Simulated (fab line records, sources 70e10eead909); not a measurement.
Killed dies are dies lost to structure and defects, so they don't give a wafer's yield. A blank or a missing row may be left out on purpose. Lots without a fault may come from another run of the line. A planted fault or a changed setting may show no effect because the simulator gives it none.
fab line records | flow nand_harc
record lots=13 wafers=39 last_day=34
route steps=1302 shown P_ZERO_WELL@14 P_STI@72 END@1302
lots that met no fault: from a run of the same line without faults
start_h: hours from the record's first day to the start of the lot's first wafer shown | wait_h: hours since the lot's step before | " the same as in the row above | L1.1+2: a row that stands for several wafers | - no value, or no start given | * or withheld: withheld | < > ~ a bound
route shown NAME@n: a module of which the file shows steps, and the number in the route of the first | usual: mean/standard deviation of fault-free wafers | same: alike in all rows | chamber/n: place in a boat | sites: the reading at each site | _std_site: their standard deviation | _edge_site: outer sites' mean less inner sites' | radius_mm: how far each site lies from the wafer's centre | mask NAME#n: copy n | behind: the tool/chamber that last shaped the wafer | hold: why the lot was held/for how many hours/how that ended | device: the transistor (n, p or np) that didn't switch | end of line: the same wafers' tests at the end of the route | a step without rows: its recipe alone | killed: dies lost to structure and defects at the first sort, not the wafer's yield | map: a wafer's dies, x killed, . not, _ none there
set.NAME: the setting as run; set.NAME@STEP: as run at that earlier step | model.NAME: the simulator's own value behind a step, which no gauge read
steps of the route over a sample of lots; a table a step, a row a wafer
services: from which hour (start_h, from the record's first day; less than 0 if before it) a tool's chamber was out of use, for how many hours, and why
## steps
# step NHARC_P_ZERO_WELL_CD_MEAS_11
# recipe target_cd_nm=500 landing_energy_ev=500
# usual cd_nm=501.1/2
# same landing_energy_ev=500
# columns lot.wafer tool chamber start_h wait_h cd_nm
L387.4 cd_sem-01 0 21.12 - 495.8
L387.5 " 0 " " 500.1
L387.6 " 0 " " 500.1
L388.2 cd_sem-03 0 31.11 - 497.9
L388.3 " 0 " " 500.7
L388.4 " 0 " " 497.7
L390.1 cd_sem-02 0 51.12 - 501.5
L390.5 " 0 " " 500.0
L390.6 " 0 " " 500.7
L392.1 cd_sem-02 0 71.13 - 500.9
L392.4 " 0 " " 496.3
L392.5 " 0 " " 499.8
L393.4 cd_sem-02 0 81.12 - 496.1
L393.5 " 0 " " 502.0
L393.6 " 0 " " 499.0
L394.3 cd_sem-02 0 91.25 - 502.2
L394.4 " 0 " " 502.7
L394.6 " 0 " " 501.2
L401.1 cd_sem-01 0 161.12 - 501.8
L401.2 " 0 " " 500.9
L401.3 " 0 " " 500.6
L402.2 cd_sem-01 0 171.24 - 500.8
L402.3 " 0 " " 504.3
L402.4 " 0 " " 502.7
L405.2 cd_sem-03 0 201.24 - 499.5
L405.3 " 0 " " 499.9
L405.5 " 0 " " 501.2
L407.3 cd_sem-01 0 221.24 - 501.7
L407.4 " 0 " " 504.9
L407.6 " 0 " " 501.1
L408.4 cd_sem-03 0 231.26 - 501.0
L408.5 " 0 " " 501.9
L408.6 " 0 " " 500.9
L409.3 cd_sem-02 0 241.13 - 502.2
L409.4 " 0 " " 500.7
L409.6 " 0 " " 498.9
L410.1 cd_sem-03 0 251.15 - 505.0
L410.4 " 0 " " 506.2
L410.6 " 0 " " 504.0
# step NHARC_P_STI_OXIDE_29
# recipe target_thk_a=100 temp_c=900 ox_time_s=1362 material=SiO2
# usual ox_temp_c=899.9/0.47 spike_tc_lower_C=900.2/0.96
# columns lot.wafer tool chamber start_h wait_h ox_temp_c spike_tc_lower_C
L388.2 furnace-02 0 43.78 - 899.2 901.2
L388.3 " 0 " " 899.3 900.8
L388.4 " 0 " " 899.6 900.9
L390.1 furnace-02 0 62.20 - 899.9 899.8
L390.5 " 0 " " 900.1 901.1
L390.6 " 0 " " 899.6 899.2
L387.4 furnace-02 0 69.23 - 899.7 899.5
L387.5 " 0 " " 899.7 898.0
L387.6 " 0 " " 900.0 903.3
L392.1 furnace-03 0 83.55 - 900.2 901.6
L392.4 " 0 " " 900.1 900.3
L392.5 " 0 " " 900.2 899.2
L393.4 furnace-03 0 91.74 - 900.1 900.6
L393.5 " 0 " " 899.7 901.5
L393.6 " 0 " " 900.3 900.1
L394.3 furnace-03 0 100.94 - 900.3 898.7
L394.4 " 0 " " 900.1 900.4
L394.6 " 0 " " 900.7 901.4
L401.1 furnace-05 0 172.13 - 900.7 898.8
L401.2 " 0 " " 899.8 900.2
L401.3 " 0 " " 900.2 899.9
L402.2 furnace-03 0 182.89 - 900.0 900.1
L402.3 " 0 " " 900.5 900.5
L402.4 " 0 " " 900.2 900.0
L405.2 furnace-02 0 213.98 - 900.5 902.4
L405.3 " 0 " " 900.0 900.4
L405.5 " 0 " " 900.6 901.0
L407.3 furnace-02 0 233.71 - 899.7 899.5
L407.4 " 0 " " 899.4 899.1
L407.6 " 0 " " 900.3 898.7
L408.4 furnace-05 0 243.58 - 899.8 900.4
L408.5 " 0 " " 899.8 899.3
L408.6 " 0 " " 899.0 898.9
L409.3 furnace-02 0 251.45 - 900.0 901.8
L409.4 " 0 " " 899.8 900.9
L409.6 " 0 " " 900.3 899.6
L410.1 furnace-05 0 261.49 - 900.0 900.0
L410.4 " 0 " " 899.6 901.2
L410.6 " 0 " " 899.0 899.6
# step NHARC_P_STI_OVL_MEAS_10
# usual overlay_x_nm=-1/6.1 overlay_y_nm=1/6.7
# columns lot.wafer tool chamber start_h wait_h overlay_x_nm overlay_y_nm
L388.2 overlay-02 - 58.55 - 0 6
L388.3 " - " " 0 6
L388.4 " - " " 0 5
L390.1 overlay-01 - 73.39 - 3 -2
L390.5 " - " " 3 -3
L390.6 " - " " 4 -3
L387.4 overlay-02 - 80.70 - -14 2
L387.5 " - " " -13 2
L387.6 " - " " -13 3
L392.1 overlay-01 - 94.76 - 6 2
L392.4 " - " " 6 2
L392.5 " - " " 6 2
L393.4 overlay-01 - 102.87 - -3 5
L393.5 " - " " -2 5
L393.6 " - " " -3 5
L394.3 overlay-02 - 112.11 - 0 9
L394.4 " - " " 1 9
L394.6 " - " " 1 10
L401.1 overlay-01 - 183.57 - 3 -7
L401.2 " - " " 4 -7
L401.3 " - " " 3 -7
L402.2 overlay-02 - 194.16 - -2 2
L402.3 " - " " -3 2
L402.4 " - " " -2 1
L405.2 overlay-02 - 225.43 - -8 -7
L405.3 " - " " -9 -7
L405.5 " - " " -8 -7
L407.3 overlay-01 - 245.09 - -2 7
L407.4 " - " " -2 7
L407.6 " - " " -2 7
L408.4 overlay-01 - 254.71 - 11 3
L408.5 " - " " 11 4
L408.6 " - " " 10 4
L409.3 overlay-01 - 262.76 - -12 -8
L409.4 " - " " -12 -7
L409.6 " - " " -12 -7
L410.1 overlay-02 - 272.75 - -2 -3
L410.4 " - " " -2 -4
L410.6 " - " " -2 -4
# step NHARC_P_STI_INSPECT_11
# usual raw_defect_count=5.2/2.8
# columns lot.wafer tool chamber start_h wait_h raw_defect_count
L388.2 defect_inspect-02 - 58.59 0.0 7
L388.3 " - " " 6
L388.4 " - " " 7
L390.1 defect_inspect-02 - 73.43 0.0 3
L390.5 " - " " 3
L390.6 " - " " 4
L387.4 defect_inspect-01 - 80.74 0.0 5
L387.5 " - " " 0
L387.6 " - " " 2
L392.1 defect_inspect-01 - 94.80 0.0 3
L392.4 " - " " 2
L392.5 " - " " 4
L393.4 defect_inspect-02 - 102.91 0.0 7
L393.5 " - " " 5
L393.6 " - " " 6
L394.3 defect_inspect-02 - 112.15 0.0 0
L394.4 " - " " 4
L394.6 " - " " 4
L401.1 defect_inspect-02 - 183.61 0.0 4
L401.2 " - " " 1
L401.3 " - " " 4
L402.2 defect_inspect-01 - 194.20 0.0 21
L402.3 " - " " 18
L402.4 " - " " 15
L405.2 defect_inspect-01 - 225.46 0.0 3
L405.3 " - " " 6
L405.5 " - " " 6
L407.3 defect_inspect-01 - 245.12 0.0 1
L407.4 " - " " 9
L407.6 " - " " 10
L408.4 defect_inspect-02 - 254.74 0.0 3
L408.5 " - " " 1
L408.6 " - " " 5
L409.3 defect_inspect-02 - 262.80 0.0 7
L409.4 " - " " 3
L409.6 " - " " 6
L410.1 defect_inspect-02 - 272.79 0.0 6
L410.4 " - " " 4
L410.6 " - " " 3
# step NHARC_P_STI_ETCH_15
# recipe target_depth_a=3000 taper_deg=4 time_s=100.1 hbr_flow_sccm=150 cl2_flow_sccm=50 rf_w=400 icp_w=400 bias_w=100 chemistry=HBr/Cl2
# usual drypump_motor_current_A=5.8/0.51 oes_product_au=1.004/0.0083 throttle_valve_pct=26.406/0.0091
# columns lot.wafer tool chamber start_h wait_h drypump_motor_current_A oes_product_au rf_hours_counter_h throttle_valve_pct
L388.2 rie_si-05 0 59.00 - 5.6 1.008 0.7 26.406
L388.3 " 2 " " 5.9 1.001 0.6 26.405
L388.4 " 3 " " 5.4 0.991 0.5 26.421
L390.1 rie_si-05 1 73.87 - 5.2 1.005 0.8 26.413
L390.5 " 3 " " 5.4 1.002 - 26.393
L390.6 " 0 " " 5.6 1.005 - 26.405
L387.4 rie_si-06 1 81.18 - 4.9 1.017 0.0 26.409
L387.6 " 3 " " 6.6 1.007 - 26.393
L387.5 " 0 " " 6.2 1.000 - 26.398
L392.4 rie_si-06 3 95.23 - 6.5 1.009 0.1 26.403
L392.1 " 1 " " 4.9 1.017 0.1 26.389
L392.5 " 2 " " 6.2 1.004 - 26.398
L393.4 rie_si-06 0 103.34 - 6.2 1.012 0.2 26.408
L393.5 " 2 " " 6.3 0.991 - 26.412
L393.6 " 3 " " 6.6 1.009 - 26.410
L394.3 rie_si-06 3 112.60 - 6.5 0.998 0.3 26.408
L394.4 " 1 " " 4.9 1.003 0.2 26.393
L394.6 " 0 " " 6.2 0.998 - 26.406
L401.2 rie_si-05 2 184.02 - 5.9 0.996 0.3 26.404
L401.1 " 3 " " 5.4 1.004 0.3 26.406
L401.3 " 0 " " 5.6 1.007 0.4 26.402
L402.3 rie_si-06 1 194.61 - 4.8 1.010 0.7 26.397
L402.2 " 3 " " 6.6 1.022 0.9 26.412
L402.4 " 0 " " 6.2 1.003 0.8 26.416
L405.3 rie_si-06 2 225.87 - 6.2 0.986 1.0 26.404
L405.2 " 0 " " 6.2 0.989 1.0 26.420
L405.5 " 2 " " 6.2 0.991 - 26.415
L407.3 rie_si-05 2 245.55 - 5.9 1.012 0.7 26.409
L407.4 " 3 " " 5.4 1.003 0.7 26.409
L407.6 " 1 " " 5.3 1.000 - 26.419
L408.4 rie_si-05 2 255.17 - 5.9 1.005 0.8 26.399
L408.6 " 1 " " 5.2 0.995 - 26.413
L408.5 " 2 " " 5.9 1.007 - 26.393
L409.3 rie_si-05 1 263.27 - 5.2 0.997 1.0 26.401
L409.4 " 2 " " 5.9 0.997 0.9 26.411
L409.6 " 1 " " 5.2 1.005 - 26.411
L410.1 rie_si-05 1 273.21 - 5.2 1.003 1.1 26.398
L410.4 " 2 " " 5.9 1.004 0.9 26.380
L410.6 " 1 " " 5.2 1.002 - 26.412
# step NHARC_END_SORT_01
# recipe temp_c=25
# usual killed_at_array=58/20 killed_at_other=0.8/1 killed_at_periphery=4.6/2.8 killed_dies=63/19 killed_open=3.4/2 killed_short=2.4/1.8
# same gross_dies=677
# columns lot.wafer tool chamber start_h wait_h killed_at_array killed_at_other killed_at_periphery killed_dies killed_open killed_short
L402.2 prober-01 0 717.74 2.8 108 1 9 118 4 2
L402.3 prober-01 0 718.53 3.1 105 2 7 114 3 1
L402.4 prober-01 0 719.32 3.4 91 0 13 104 7 2
# killed by level:class
L402.2 A_SLIT:chamber_film_flake=36 A_CHANNEL_HOLE_D1:chamber_film_flake=33 A_CHANNEL_HOLE_D2:chamber_film_flake=16 A_CONTACT:chamber_film_flake=11 P_STI:unspecified=6 A_SGD_CUT:chamber_film_flake=4 A_CHANNEL_FILL_D1:geometric_particle:open=2 P_M1:chamber_film_flake=2
L402.3 A_CHANNEL_HOLE_D1:chamber_film_flake=34 A_SLIT:chamber_film_flake=30 A_CHANNEL_HOLE_D2:chamber_film_flake=21 A_CONTACT:chamber_film_flake=10 P_STI:unspecified=4 A_SGD_CUT:chamber_film_flake=4 A_BLC:geometric_particle:open=2 P_M1:chamber_film_flake=2
L402.4 A_SLIT:chamber_film_flake=34 A_CONTACT:chamber_film_flake=17 A_CHANNEL_HOLE_D1:chamber_film_flake=15 A_CHANNEL_HOLE_D2:chamber_film_flake=11 P_STI:unspecified=7 A_SGD_CUT:chamber_film_flake=5 P_M2:chamber_film_flake=3 A_SOURCE_PLATE:geometric_particle:open=2
## services
# columns tool chamber start_h hours kind
rie_si-05 - 45.37 0.4 repair
rie_si-06 - 72.00 9.0 pm
rie_si-06 0 72.00 9.0 vent_cycle
rie_si-06 1 72.00 9.0 vent_cycle
rie_si-06 2 72.00 9.0 vent_cycle
rie_si-06 3 72.00 9.0 vent_cycle
rie_si-06 0 81.00 - clean
rie_si-06 1 81.00 - clean
rie_si-06 - 84.62 0.3 repair
rie_si-05 - 112.27 1.1 repair
furnace-05 - 120.16 26.0 pm
rie_si-05 2 122.75 4.8 repair
rie_si-05 - 128.00 9.0 pm
rie_si-05 0 128.00 9.0 vent_cycle
rie_si-05 1 128.00 9.0 vent_cycle
rie_si-05 2 128.00 9.0 vent_cycle
rie_si-05 3 128.00 9.0 vent_cycle
rie_si-05 0 137.00 - clean
rie_si-05 1 137.00 - clean
rie_si-05 2 137.00 - clean
rie_si-05 3 137.00 - clean
rie_si-06 - 198.63 0.1 repair
rie_si-06 1 204.89 17.8 repair
rie_si-06 - 249.00 9.0 pm
## key
first_sign step=NHARC_P_STI_INSPECT_11 reading=raw_defect_count direction=up sigmas=4.6 usual=5.2 struck=18
effect none on later readings
met_at NHARC_P_STI_OXIDE_29
struck_lots L402
struck_wafers L402.2,L402.3,L402.4
tester_left_out L402
not_acting_at NHARC_P_ZERO_WELL_CD_MEAS_11,NHARC_P_STI_OVL_MEAS_10,NHARC_P_STI_ETCH_15
onset_between 100.94 182.89
fault kind=chamber_particle_source tool=furnace-03 chamber=0 onset_h=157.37 steps=NHARC_P_STI_OXIDE_29 rate_per_visit_cm2=0.008586 end_h=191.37
# tester_left_out: of these lots the tester's yield and bins aren't shown, on N5 and GAA mostly nor the transistor test; their killed dies are dies lost to structure and defects alone, not to doping, threshold or leakage, so they don't give the yield
